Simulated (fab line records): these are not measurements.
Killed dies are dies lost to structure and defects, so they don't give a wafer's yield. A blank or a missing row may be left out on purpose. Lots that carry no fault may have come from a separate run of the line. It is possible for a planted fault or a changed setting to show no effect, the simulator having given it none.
Which tool is to blame? -- flow n5-finfet -- 10 lots, 27 wafers sampled, at 5 steps of a route of 1938

## WHAT THE GAUGES READ, wafer by wafer
N5_BEOL_M4_RC_MEAS_101. Usual: DIBL_N 36.0 mV/V, standard deviation 1.3; DIBL_P 36.2 mV/V, standard deviation 1.7; IOFF_N 0.155 nA/um, standard deviation 0.024; IOFF_P 0.21 nA/um, standard deviation 0.034; ION_N 674 uA/um, standard deviation 9; ION_P 463 uA/um, standard deviation 7.1; SS_N 71.4 mV/dec, standard deviation 0.5; SS_P 73.4 mV/dec, standard deviation 0.57; VT_N 250.0 mV, standard deviation 2.8; VT_P -251 mV, standard deviation 3.2.
lot,measured,on,DIBL_N (mV/V),DIBL_P (mV/V),IOFF_N (nA/um),IOFF_P (nA/um),ION_N (uA/um),ION_P (uA/um),SS_N (mV/dec),SS_P (mV/dec),VT_N (mV),VT_P (mV),flag
L144,day 9 19:06,prober-01,34.4 32.8 34.7,34.2 32.1 34.6,0.113 0.097 0.123,0.17 0.14 0.18,654 654 664,457 454 460,70.8 70.5 71.1,72.5 72.9 73.6,255.3 255.2 254.6,-254 -256 -253,
L147,day 11 12:30,prober-02,35.3 37.4 35.4,33.8 36.0 33.4,0.133 0.164 0.134,0.19 0.22 0.19,674 681 665,466 467 463,71.6 71.4 71.7,72.8 73.2 73.0,251.5 247.7 251.1,-251 -250 -251,
L152,day 12 11:48,prober-02,36.0 35.0 35.2,37.5 35.7 36.4,0.157 0.144 0.153,0.21 0.18 0.19,672 667 678,459 452 462,71.7 71.4 70.7,73.4 73.0 74.2,250.7 251.3 250.9,-251 -252 -251,
L153,day 12 12:08,prober-01,37.8 35.8 36.3,37.2 35.1 35.3,0.186 0.156 0.159,0.20 0.18 0.18,682 681 671,457 458 460,72.0 70.8 70.4,73.3 73.1 73.6,248.8 248.2 250.2,-254 -255 -255,
L162,day 13 08:01,prober-02,38.0 38.5 37.6,38.1 38.8 37.3,0.182 0.194 0.169,0.29 0.30 0.27,677 677 682,472 472 474,71.6 72.2 71.2,74.0 74.7 73.8,249.0 250.4 250.2,-244 -244 -244,
L157,day 14 03:13,prober-01,35.1 36.7,35.2 37.5,0.152 0.187,0.23 0.26,678 689,474 475,70.9 71.5,72.6 73.5,250.0 246.1,-247 -244,
L160,day 14 07:26,prober-02,38.0 36.2,38.0 36.0,0.180 0.142,0.24 0.20,680 664,466 459,71.8 71.0,73.8 73.3,249.6 249.0,-252 -252,
L161,day 14 10:12,prober-01,35.4 34.7,37.6 37.2,0.143 0.137,0.19 0.18,670 666,459 456,71.4 71.4,73.7 73.1,252.1 250.1,-254 -253,
L149,day 15 11:17,prober-02,36.1 36.3 34.5,37.0 37.2 35.2,0.162 0.155 0.132,0.20 0.20 0.18,674 663 660,458 451 453,71.9 71.7 71.2,73.4 72.9 73.7,249.5 251.1 252.5,-251 -254 -254,
L167,day 15 11:43,prober-01,35.7 34.8 34.3,34.9 34.3 34.5,0.135 0.120 0.121,0.20 0.19 0.19,676 668 664,464 464 464,70.9 71.0 70.4,73.0 72.4 72.5,251.9 255.6 253.3,-251 -249 -250,

N5_PASSIVATION_INSPECT_67: inspects for defects (macro). Usual: 2.1 for raw-defect-count, sd 1.4.
lot,measured,on,raw-defect-count,flag
L144,day 13 16:14,defect-inspect-01,2 2 1,
L147,day 15 17:53,defect-inspect-02,2 1 1,
L152,day 17 00:07,defect-inspect-02,3 0 4,
L153,day 16 17:40,defect-inspect-02,1 3 2,
L162,day 17 20:32,defect-inspect-02,2 4 2,
L160,day 18 14:25,defect-inspect-02,5,
L161,day 18 20:04,defect-inspect-02,2,
L149,day 20 07:10,defect-inspect-02,2 3 2,
L167,day 19 19:10,defect-inspect-01,2 4 1,

## TOOL THAT RAN EACH LOT (tool first, then ch and the chambers of the sampled wafers, then the start)
lot,N5_BEOL_M5_ETCH_68,N5_BEOL_M15_SPUTTER_43,N5_MIM_BOT_ETCH_ETCH_00
L144,"rie-diel-01 ch 0,1,2, day 10 00:21","pvd-sputter-01, day 13 04:59","rie-metal-02 ch 0,1, day 13 10:53"
L147,"rie-diel-03 ch 2,3, day 11 18:43","pvd-sputter-02, day 15 03:52","rie-metal-01 ch 0,1, day 15 12:55"
L152,"rie-diel-01 ch 2,3, day 12 16:01","pvd-sputter-02, day 16 11:58","rie-metal-01 ch 0,1, day 16 18:01"
L153,"rie-diel-01 ch 0,1,3, day 12 16:29","pvd-sputter-03, day 16 00:38","rie-metal-03 ch 0,1, day 16 10:54"
L162,"rie-diel-06 ch 1,2,3, day 13 11:42","pvd-sputter-02, day 17 05:04","rie-metal-02 ch 0,1, day 17 14:26"
L157,"rie-diel-01 ch 0,1, day 14 10:39",-,-
L160,"rie-diel-01 ch 0,2, day 14 11:43","pvd-sputter-03, day 17 22:32","rie-metal-03 ch 1, day 18 05:18"
L161,"rie-diel-01 ch 0,3, day 14 16:57","pvd-sputter-01, day 18 05:49","rie-metal-01 ch 0, day 18 13:45"
L149,"rie-diel-06 ch 0,2, day 15 17:43","pvd-sputter-03, day 19 12:58","rie-metal-01 ch 0,1, day 19 21:34"
L167,"rie-diel-03 ch 1,2, day 15 18:08","pvd-sputter-02, day 19 07:28","rie-metal-03 ch 0,1, day 19 13:25"
- N5_BEOL_M5_ETCH_68: etches SOC in N2/H2, target depth 80 nm, overetch 16 nm, time 120 s.
- N5_BEOL_M15_SPUTTER_43: material TaN, target thk 15 nm, time 24.19 s.
- N5_MIM_BOT_ETCH_ETCH_00: etches TiN in Cl2/BCl3, target depth 45.5 nm.

## WHAT THE TOOLS THEMSELVES READ (means of the sampled wafers that have a number; where no wafer has one, the mark that the record gives instead)
N5_BEOL_M5_ETCH_68. Usual: drypump-motor-current-A 6.0 A, standard deviation 0.55; oes-product-au 0.60 a.u., standard deviation 0.052; rf-vpp-V 523.8 V, standard deviation 2.4; showerhead-plenum-p-Torr 2.54 Torr, standard deviation 0.084; temp-c 40.02 C, standard deviation 0.11; throttle-valve-pct 17.97 %, standard deviation 0.18.
lot,tool,drypump-motor-current-A (A),oes-product-au (a.u.),rf-vpp-V (V),showerhead-plenum-p-Torr (Torr),temp-c (C),throttle-valve-pct (%),flag
L144,rie-diel-01,6.4,0.62,523.8,2.57,40.01,18.01,
L147,rie-diel-03,5.3,0.62,525.2,2.60,40.07,17.88,
L152,rie-diel-01,6.1,0.66,523.6,2.55,39.96,17.91,
L153,rie-diel-01,6.3,0.61,522.3,2.49,40.09,17.94,
L162,rie-diel-06,5.6,0.62,523.6,2.53,39.99,17.90,
L157,rie-diel-01,6.4,0.52,521.5,2.48,40.01,18.03,
L160,rie-diel-01,6.5,0.58,524.4,2.56,40.05,18.15,
L161,rie-diel-01,6.3,0.58,522.5,2.46,39.95,18.02,
L149,rie-diel-06,6.4,0.60,521.9,2.48,40.04,17.95,
L167,rie-diel-03,5.7,0.55,522.4,2.49,39.99,17.75,

N5_BEOL_M15_SPUTTER_43. Usual: cathode-dc-power-W 15000 W, standard deviation 2.5; susceptor-temp-C 50.01 C, standard deviation 0.099; throttle-valve-pct 29.8 %, standard deviation 1.1.
lot,tool,cathode-dc-power-W (W),susceptor-temp-C (C),throttle-valve-pct (%),flag
L144,pvd-sputter-01,14997,49.96,29.1,
L147,pvd-sputter-02,15003,50.01,30.3,
L152,pvd-sputter-02,15004,50.00,30.7,
L153,pvd-sputter-03,15001,49.98,30.5,
L162,pvd-sputter-02,15001,50.03,29.2,
L160,pvd-sputter-03,15000,50.05,30.8,
L161,pvd-sputter-01,14998,50.07,30.5,
L149,pvd-sputter-03,14997,50.06,29.8,
L167,pvd-sputter-02,15001,49.97,29.4,

N5_MIM_BOT_ETCH_ETCH_00. Usual: bcl3-flow-sccm 21.75 sccm, standard deviation 0.06; drypump-motor-current-A 6.2 A, standard deviation 0.39; mfc-ar-sccm 24.99 sccm, standard deviation 0.074; oes-product-au 0.79 a.u., standard deviation 0.046; throttle-valve-pct 21.91 %, standard deviation 0.065.
lot,tool,bcl3-flow-sccm (sccm),drypump-motor-current-A (A),mfc-ar-sccm (sccm),oes-product-au (a.u.),throttle-valve-pct (%),flag
L144,rie-metal-02,21.77,5.9,24.98,0.87,21.86,
L147,rie-metal-01,21.75,6.3,25.01,0.76,21.90,
L152,rie-metal-01,21.74,6.3,25.05,0.76,21.90,
L153,rie-metal-03,21.78,6.2,24.97,0.84,21.94,
L162,rie-metal-02,21.74,5.9,25.01,0.82,21.88,
L160,rie-metal-03,21.70,6.5,24.96,0.87,21.95,
L161,rie-metal-01,21.67,6.1,24.81,0.74,21.86,
L149,rie-metal-01,21.74,6.2,24.94,0.74,21.91,
L167,rie-metal-03,21.76,6.3,25.06,0.82,21.95,

## THE ANSWER, worked out from the rows above alone
Rule: lot off if the mean of its wafers having a number is beyond 3 standard deviations from the usual mean. Also off: a lot with no number at a reading for which 4 or more lots have one. Where the step has rows for the other lots, those lots are counted as sound. After the gauges, taken in route order, come the tools' own readings; for these a lot's mean is taken, as printed above. At the first step where some lot is off, the reading lying furthest off is the one used; lots without a number count as furthest.
None of the lots is off at any reading shown; this tells nothing.

## WHAT HAD BEEN PUT IN BY THE SIMULATOR
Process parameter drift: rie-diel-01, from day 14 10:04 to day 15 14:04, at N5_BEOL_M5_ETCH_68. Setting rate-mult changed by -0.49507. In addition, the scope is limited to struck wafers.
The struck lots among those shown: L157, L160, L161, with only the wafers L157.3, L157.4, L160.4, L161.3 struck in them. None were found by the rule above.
